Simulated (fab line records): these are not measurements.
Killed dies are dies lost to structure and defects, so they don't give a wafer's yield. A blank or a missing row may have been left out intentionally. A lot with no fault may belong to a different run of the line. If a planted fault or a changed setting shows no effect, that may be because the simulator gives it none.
Which tool is to blame?    flow n5Finfet    Sampling: 9 lots, 27 wafers, 6 of 1938 route steps

## WHAT THE GAUGES READ, wafer by wafer
N5_WELL_APT_OVL_MEAS_26.
lot   measured     on          PWELL_OVL (nm)
L474  day 1 17:12  overlay-02  3 -2 6
L475  day 1 21:25  overlay-01  -12 -5 -2
L477  day 2 09:48  overlay-01  -8 0 6
L480  day 3 02:59  overlay-02  3 -3 4
L481  day 3 09:04  overlay-01  -2 -6 2
L486  day 4 15:10  overlay-01  -9 -7 -8
L493  day 6 09:08  overlay-01  -8 -8 -11
L494  day 6 15:25  overlay-01  -5 6 -9
L495  day 6 20:53  overlay-01  -4 -10 -2

N5_PMOS_HMC_CHANNEL_EPI_OVL_MEAS_10.
lot   measured     on          PMOS_HMC_BLK_OVL (nm)
L474  day 1 19:40  overlay-02  0.7 0.2 1.2
L475  day 2 01:20  overlay-01  -0.4 -1.1 0.8
L477  day 2 12:12  overlay-02  0.2 -0.6 0.9
L480  day 3 05:03  overlay-01  1.2 1.2 0.7
L481  day 3 11:29  overlay-02  0.0 -0.3 0.1
L486  day 4 17:30  overlay-01  0.6 -0.3 0.2
L493  day 6 16:32  overlay-02  47.2 47.4 49.1
L494  day 6 18:23  overlay-01  0.0 -0.7 -1.1
L495  day 6 23:50  overlay-01  47.1 46.8 46.3

N5_BEOL_M4_RC_MEAS_101.
lot   measured      on         DIBL_N (mV/V)   DIBL_P (mV/V)   IOFF_N (nA/um)     IOFF_P (nA/um)     ION_N (uA/um)  ION_P (uA/um)  SS_N (mV/dec)   SS_P (mV/dec)   VT_N (mV)          VT_P (mV)
L474  day 8 02:14   prober-02  34.6 38.2 37.1  35.1 38.6 37.4  0.131 0.191 0.174  0.195 0.252 0.229  667 680 672    460 464 459    71.7 72.2 71.7  73.3 74.6 74.0  250.4 245.9 247.3  -252.1 -250.6 -249.8
L475  day 8 04:57   prober-02  34.9 34.1 35.3  33.6 33.5 35.0  0.130 0.120 0.145  0.184 0.181 0.213  652 660 664    452 455 463    71.9 71.0 71.7  72.2 72.6 72.7  256.1 254.3 251.9  -249.7 -250.7 -250.3
L477  day 9 02:19   prober-02  36.2 37.7 35.9  35.5 36.6 35.5  0.143 0.163 0.145  0.188 0.202 0.190  669 666 674    458 456 462    71.7 72.1 71.3  72.4 73.5 72.6  251.5 251.0 250.1  -255.1 -252.9 -252.0
L480  day 9 10:04   prober-01  34.1 35.3 36.0  35.0 36.8 37.7  0.128 0.150 0.161  0.162 0.179 0.186  660 674 676    452 457 460    71.6 71.1 72.0  72.4 73.4 73.6  252.3 249.7 251.4  -254.1 -254.3 -253.0
L481  day 10 00:45  prober-02  33.8 35.1 34.4  33.6 34.5 34.1  0.126 0.141 0.131  0.147 0.155 0.148  669 669 665    453 443 448    70.9 71.8 70.8  72.7 72.7 72.1  251.1 251.5 252.5  -256.9 -256.8 -256.1
L486  day 11 05:29  prober-02  36.2 35.2 37.1  34.6 33.5 35.2  0.138 0.123 0.146  0.180 0.166 0.188  671 666 672    461 453 462    70.9 70.5 71.4  72.2 72.1 72.7  249.2 253.1 251.4  -253.5 -256.0 -252.9
L493  day 12 22:56  prober-01  36.6 36.3 35.4  37.5 37.9 36.6  0.168 0.170 0.149  0.213 0.217 0.199  682 676 668    461 460 461    72.3 72.0 72.8  73.8 74.1 73.7  248.7 248.1 250.8  -250.7 -251.7 -250.6
L494  day 12 22:28  prober-02  39.1 38.5 37.6  39.8 39.4 38.0  0.211 0.195 0.187  0.260 0.250 0.231  682 685 686    462 464 469    72.3 72.4 71.8  74.4 73.7 73.0  243.3 248.6 243.6  -250.6 -249.5 -249.3
L495  day 13 16:23  prober-01  35.4 36.3 37.0  36.7 38.7 39.4  0.188 0.205 0.231  0.220 0.250 0.267  688 680 676    469 465 462    71.3 71.7 72.3  73.3 73.7 74.4  243.8 244.3 243.5  -248.9 -249.2 -249.4

## TOOL THAT RAN EACH LOT (tool first, then ch and the chambers of the sampled wafers, then the start)
lot   N5_ZERO_LAYER_ETCH_17             N5_PMOS_HMC_CHANNEL_EPI_EXPOSE_06  N5_FIN_SAQP_PECVD_48
L474  rieDiel-03 ch 0,2, day 1 12:50    arfiScanner-01 ch 0, day 1 19:32   pecvd-03 ch 0,1, day 1 23:19
L475  rieDiel-03 ch 0,1, day 1 18:59    arfiScanner-01 ch 0, day 2 01:11   pecvd-03 ch 0,1, day 2 04:53
L477  rieDiel-04 ch 2,3, day 2 07:17    arfiScanner-03 ch 0, day 2 12:02   pecvd-04 ch 0,1, day 2 16:09
L480  rieDiel-03 ch 2,3, day 3 00:44    arfiScanner-01 ch 0, day 3 04:53   pecvd-02 ch 0,1, day 3 10:20
L481  rieDiel-04 ch 0,1,2, day 3 06:54  arfiScanner-03 ch 0, day 3 11:19   pecvd-03 ch 0,1,2, day 3 15:36
L486  rieDiel-04 ch 1,2,3, day 4 12:50  arfiScanner-03 ch 0, day 4 17:20   pecvd-03 ch 0,1,2, day 4 21:32
L493  rieDiel-04 ch 0,3, day 6 07:01    arfiScanner-03 ch 0, day 6 16:23   pecvd-03 ch 0,1,2, day 6 21:25
L494  rieDiel-04 ch 0,1, day 6 13:17    arfiScanner-02 ch 0, day 6 18:14   pecvd-02 ch 0,1,2, day 6 22:17
L495  rieDiel-01 ch 0,2,3, day 6 18:43  arfiScanner-03 ch 0, day 6 23:41   pecvd-02 ch 0,1, day 7 04:41
- N5_ZERO_LAYER_ETCH_17: etches SiO2 in CF4, target depth 12 nm, time 13.3 s.
- N5_PMOS_HMC_CHANNEL_EPI_EXPOSE_06: exposes mask PMOS HMC BLK, target cd 240 nm.
- N5_FIN_SAQP_PECVD_48: deposits SiNx from SiH4/NH3/N2, target thk 25 nm, time 22.1 s.

## AS READ BY THE TOOLS THEMSELVES (means over the sampled wafers that have a number; for cases with no such wafer, the mark the record gives instead)
N5_ZERO_LAYER_ETCH_17.
lot   tool        chamberPressureMTorr (mTorr)  drypumpMotorCurrentA (A)  oesProductAu (a.u.)  rfVppV (V)  showerheadPlenumPTorr (Torr)  throttleValvePct (%)
L474  rieDiel-03  39.99                         5.2                       0.78                 946         2.10                          15.55
L475  rieDiel-03  40.03                         5.8                       0.77                 952         2.18                          15.61
L477  rieDiel-04  40.03                         6.3                       0.72                 946         2.10                          15.68
L480  rieDiel-03  40.00                         6.1                       0.71                 943         2.07                          15.72
L481  rieDiel-04  40.02                         5.6                       0.73                 952         2.19                          15.80
L486  rieDiel-04  39.99                         6.1                       0.71                 947         2.12                          15.75
L493  rieDiel-04  40.00                         6.3                       0.74                 946         2.11                          15.62
L494  rieDiel-04  40.04                         5.4                       0.75                 954         2.22                          15.84
L495  rieDiel-01  39.99                         6.2                       0.82                 949         2.15                          15.59

N5_FIN_SAQP_PECVD_48.
lot   tool      heaterPowerW (W)  showerheadPlenumPTorr (Torr)  throttleValvePct (%)
L474  pecvd-03  590               5.14                          43.3
L475  pecvd-03  621               5.15                          43.8
L477  pecvd-04  995               5.12                          37.7
L480  pecvd-02  739               5.15                          39.2
L481  pecvd-03  736               5.15                          42.2
L486  pecvd-03  743               5.15                          42.2
L493  pecvd-03  775               5.14                          42.3
L494  pecvd-02  757               5.15                          38.4
L495  pecvd-02  851               5.16                          39.5

## THE ANSWER, worked out from the rows above alone
Rule: usual is defined by the lots themselves. The widest of any qualifying gaps counts: lots, ordered by their means at a reading, are off when they make up no more than a third of the lots, leave a main group of 4 or more, and stand apart from it by 3 or more times the standard deviation of that group's means. If all means in a main group match to the digits the tables above print for the reading, that group is not used. Also off: a lot with no number at a reading for which 4 or more lots have one. Where the step has rows for the other lots, those lots are counted as sound. After the gauges, taken in route order, come the tools' own readings; for these a lot's mean is taken, as printed above. The first step at which some lot is off is used, and at that step the reading that is off furthest; a lot without a number counts as furthest.
Off: at N5_PMOS_HMC_CHANNEL_EPI_OVL_MEAS_10 (PMOS_HMC_BLK_OVL), L493, L495. The main group has a mean of 0.2 nm with a standard deviation of 0.51.
A tool fits if, at a process step before that reading, it ran every lot that is off, and no sound lot after the first of them. Gauges at N5_PMOS_HMC_CHANNEL_EPI_OVL_MEAS_10: tried the same way as those tools. One candidate fits, namely arfiScanner-03 at N5_PMOS_HMC_CHANNEL_EPI_EXPOSE_06. A fault onset in the window from L486 (day 4 17:20, its last sound lot) to L493 (day 6 16:23, its first lot off) fits.

## WHAT THE SIMULATOR HAD PUT IN
Scanner matching overlay: arfiScanner-03, from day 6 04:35 on, at N5_PMOS_HMC_CHANNEL_EPI_EXPOSE_06. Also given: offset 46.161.
Struck lots among those shown: L493, L495. The rule above reached the same finding.
